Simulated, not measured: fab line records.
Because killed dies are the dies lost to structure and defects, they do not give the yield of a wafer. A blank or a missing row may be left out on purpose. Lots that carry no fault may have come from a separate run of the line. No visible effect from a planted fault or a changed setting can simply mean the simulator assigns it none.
What tool caused it? :: flow n5_finfet :: 39 wafers from 13 lots sampled at 4 of the route's 1938 steps

WHAT THE GAUGES SHOWED, per wafer
N5_BEOL_M6_OVL_MEAS_12.
lot: L224
measured: day 8 14:10
on: overlay-01
M6_OVL (nm): 1.2 -0.4 0.3

lot: L226
measured: day 8 17:14
on: overlay-02
M6_OVL (nm): -0.4 0.3 0.1

lot: L228
measured: day 9 09:01
on: overlay-01
M6_OVL (nm): 0.2 -0.1 -0.3

lot: L230
measured: day 10 01:56
on: overlay-02
M6_OVL (nm): 0.7 0.3 0.0

lot: L231
measured: day 10 10:50
on: overlay-02
M6_OVL (nm): -0.1 0.2 -0.2

lot: L232
measured: day 10 11:10
on: overlay-02
M6_OVL (nm): 1.7 0.3 1.1

lot: L234
measured: day 10 21:05
on: overlay-01
M6_OVL (nm): -2.1 -0.5 -0.6

lot: L235
measured: day 11 03:21
on: overlay-01
M6_OVL (nm): -0.7 0.0 0.2

lot: L243
measured: day 13 08:00
on: overlay-02
M6_OVL (nm): -0.5 0.1 -0.6

lot: L242
measured: day 13 15:49
on: overlay-02
M6_OVL (nm): -0.6 0.2 1.4

lot: L244
measured: day 14 12:21
on: overlay-02
M6_OVL (nm): -0.2 1.0 0.1

lot: L247
measured: day 14 17:55
on: overlay-02
M6_OVL (nm): 0.2 0.6 -0.2

lot: L246
measured: day 14 23:49
on: overlay-01
M6_OVL (nm): 0.5 0.2 -0.8

EACH LOT AND THE TOOL THAT RAN IT (in order: tool; ch and the chambers of the sampled wafers; start)
lot: L224
N5_BEOL_M5_ANNEAL_89: pvd_sputter-03, day 8 10:29
N5_BEOL_M5_CO_CAP_78: cvd_co-02 ch 0,2, day 8 12:22
N5_BEOL_M6_COAT_05: litho_track-01 ch 0, day 8 13:46

lot: L226
N5_BEOL_M5_ANNEAL_89: pvd_sputter-01, day 8 12:23
N5_BEOL_M5_CO_CAP_78: cvd_co-01 ch 0,1,2, day 8 14:16
N5_BEOL_M6_COAT_05: litho_track-04 ch 0, day 8 16:51

lot: L228
N5_BEOL_M5_ANNEAL_89: pvd_sputter-03, day 9 05:02
N5_BEOL_M5_CO_CAP_78: cvd_co-02 ch 0,1,2, day 9 06:56
N5_BEOL_M6_COAT_05: litho_track-03 ch 0, day 9 08:37

lot: L230
N5_BEOL_M5_ANNEAL_89: pvd_sputter-03, day 9 20:47
N5_BEOL_M5_CO_CAP_78: cvd_co-01 ch 0,2, day 9 23:28
N5_BEOL_M6_COAT_05: litho_track-01 ch 0, day 10 01:32

lot: L231
N5_BEOL_M5_ANNEAL_89: pvd_sputter-01, day 10 05:38
N5_BEOL_M5_CO_CAP_78: cvd_co-02 ch 1,2, day 10 07:31
N5_BEOL_M6_COAT_05: litho_track-04 ch 0, day 10 10:34

lot: L232
N5_BEOL_M5_ANNEAL_89: pvd_sputter-02, day 10 05:58
N5_BEOL_M5_CO_CAP_78: cvd_co-01 ch 1,2, day 10 08:29
N5_BEOL_M6_COAT_05: litho_track-04 ch 0, day 10 10:46

lot: L234
N5_BEOL_M5_ANNEAL_89: pvd_sputter-03, day 10 16:39
N5_BEOL_M5_CO_CAP_78: cvd_co-02 ch 0,2, day 10 18:32
N5_BEOL_M6_COAT_05: litho_track-04 ch 0, day 10 20:41

lot: L235
N5_BEOL_M5_ANNEAL_89: pvd_sputter-03, day 10 23:19
N5_BEOL_M5_CO_CAP_78: cvd_co-01 ch 0,2, day 11 01:13
N5_BEOL_M6_COAT_05: litho_track-04 ch 0, day 11 03:05

lot: L243
N5_BEOL_M5_ANNEAL_89: pvd_sputter-01, day 13 03:45
N5_BEOL_M5_CO_CAP_78: cvd_co-02 ch 0,1,2, day 13 05:42
N5_BEOL_M6_COAT_05: litho_track-03 ch 0, day 13 07:36

lot: L242
N5_BEOL_M5_ANNEAL_89: pvd_sputter-03, day 13 11:38
N5_BEOL_M5_CO_CAP_78: cvd_co-01 ch 0,1,2, day 13 13:31
N5_BEOL_M6_COAT_05: litho_track-01 ch 0, day 13 15:26

lot: L244
N5_BEOL_M5_ANNEAL_89: pvd_sputter-03, day 14 06:37
N5_BEOL_M5_CO_CAP_78: cvd_co-02 ch 0,1,2, day 14 08:29
N5_BEOL_M6_COAT_05: litho_track-04 ch 0, day 14 11:58

lot: L247
N5_BEOL_M5_ANNEAL_89: pvd_sputter-02, day 14 12:53
N5_BEOL_M5_CO_CAP_78: cvd_co-01 ch 1,2, day 14 15:16
N5_BEOL_M6_COAT_05: litho_track-01 ch 0, day 14 17:32

lot: L246
N5_BEOL_M5_ANNEAL_89: pvd_sputter-02, day 14 20:05
N5_BEOL_M5_CO_CAP_78: cvd_co-02 ch 0,2, day 14 21:58
N5_BEOL_M6_COAT_05: litho_track-04 ch 0, day 14 23:25
- N5_BEOL_M5_ANNEAL_89: time 1800 s.
- N5_BEOL_M5_CO_CAP_78: material Co, precursor CCTBA/H2, target thk 2 nm, time 102.1 s.
- N5_BEOL_M6_COAT_05: resist thk 90 nm.

AS READ BY THE TOOLS THEMSELVES (means over the sampled wafers that have a number; for cases with no such wafer, the mark the record gives instead)
N5_BEOL_M5_ANNEAL_89.
lot: L224
tool: pvd_sputter-03
heater_power_w (W): 830

lot: L226
tool: pvd_sputter-01
heater_power_w (W): 691

lot: L228
tool: pvd_sputter-03
heater_power_w (W): 812

lot: L230
tool: pvd_sputter-03
heater_power_w (W): 803

lot: L231
tool: pvd_sputter-01
heater_power_w (W): 743

lot: L232
tool: pvd_sputter-02
heater_power_w (W): 800

lot: L234
tool: pvd_sputter-03
heater_power_w (W): 798

lot: L235
tool: pvd_sputter-03
heater_power_w (W): 757

lot: L243
tool: pvd_sputter-01
heater_power_w (W): 753

lot: L242
tool: pvd_sputter-03
heater_power_w (W): 793

lot: L244
tool: pvd_sputter-03
heater_power_w (W): 840

lot: L247
tool: pvd_sputter-02
heater_power_w (W): 863

lot: L246
tool: pvd_sputter-02
heater_power_w (W): 864

N5_BEOL_M5_CO_CAP_78.
lot: L224
tool: cvd_co-02
heater_power_w (W): 227

lot: L226
tool: cvd_co-01
heater_power_w (W): 241

lot: L228
tool: cvd_co-02
heater_power_w (W): 237

lot: L230
tool: cvd_co-01
heater_power_w (W): 240

lot: L231
tool: cvd_co-02
heater_power_w (W): 248

lot: L232
tool: cvd_co-01
heater_power_w (W): 242

lot: L234
tool: cvd_co-02
heater_power_w (W): 228

lot: L235
tool: cvd_co-01
heater_power_w (W): 243

lot: L243
tool: cvd_co-02
heater_power_w (W): 236

lot: L242
tool: cvd_co-01
heater_power_w (W): 238

lot: L244
tool: cvd_co-02
heater_power_w (W): 238

lot: L247
tool: cvd_co-01
heater_power_w (W): 245

lot: L246
tool: cvd_co-02
heater_power_w (W): 248

N5_BEOL_M6_COAT_05.
lot: L224
tool: litho_track-01
spin_speed_rpm (rpm): 1500.3

lot: L226
tool: litho_track-04
spin_speed_rpm (rpm): 1499.3

lot: L228
tool: litho_track-03
spin_speed_rpm (rpm): 1498.3

lot: L230
tool: litho_track-01
spin_speed_rpm (rpm): 1501.1

lot: L231
tool: litho_track-04
spin_speed_rpm (rpm): 1499.0

lot: L232
tool: litho_track-04
spin_speed_rpm (rpm): 1499.9

lot: L234
tool: litho_track-04
spin_speed_rpm (rpm): 1571.1

lot: L235
tool: litho_track-04
spin_speed_rpm (rpm): 1570.6

lot: L243
tool: litho_track-03
spin_speed_rpm (rpm): 1501.4

lot: L242
tool: litho_track-01
spin_speed_rpm (rpm): 1499.6

lot: L244
tool: litho_track-04
spin_speed_rpm (rpm): 1500.8

lot: L247
tool: litho_track-01
spin_speed_rpm (rpm): 1499.0

lot: L246
tool: litho_track-04
spin_speed_rpm (rpm): 1500.2

THE ANSWER, worked out from the rows above alone
Rule: the lots themselves supply what counts as usual. The widest of any qualifying gaps counts: lots, ordered by their means at a reading, are off when they make up no more than a third of the lots, leave a main group of 4 or more, and stand apart from it by 3 or more times the standard deviation of that group's means. The tables above print the reading to a certain number of digits; a main group whose means all agree to those digits is not used. Also off: a lot with no number at a reading for which 4 or more lots have one. Any other lot the step has rows for is counted as sound. First the gauges in route order, then the tools' own readings, where a lot's mean is used as printed above. The first step at which some lot is off is used, and at that step the reading that is off furthest; a lot without a number counts as furthest.
Off: L234, L235, at N5_BEOL_M6_COAT_05 (spin_speed_rpm). For the main group the mean is 1499.9 rpm and the standard deviation 0.92.
If a tool, at that step or one of the process steps before it, ran each lot that is off and ran no sound lot following the first of them, it fits. None of those tried fits.

WHAT WAS PUT IN BY THE SIMULATOR
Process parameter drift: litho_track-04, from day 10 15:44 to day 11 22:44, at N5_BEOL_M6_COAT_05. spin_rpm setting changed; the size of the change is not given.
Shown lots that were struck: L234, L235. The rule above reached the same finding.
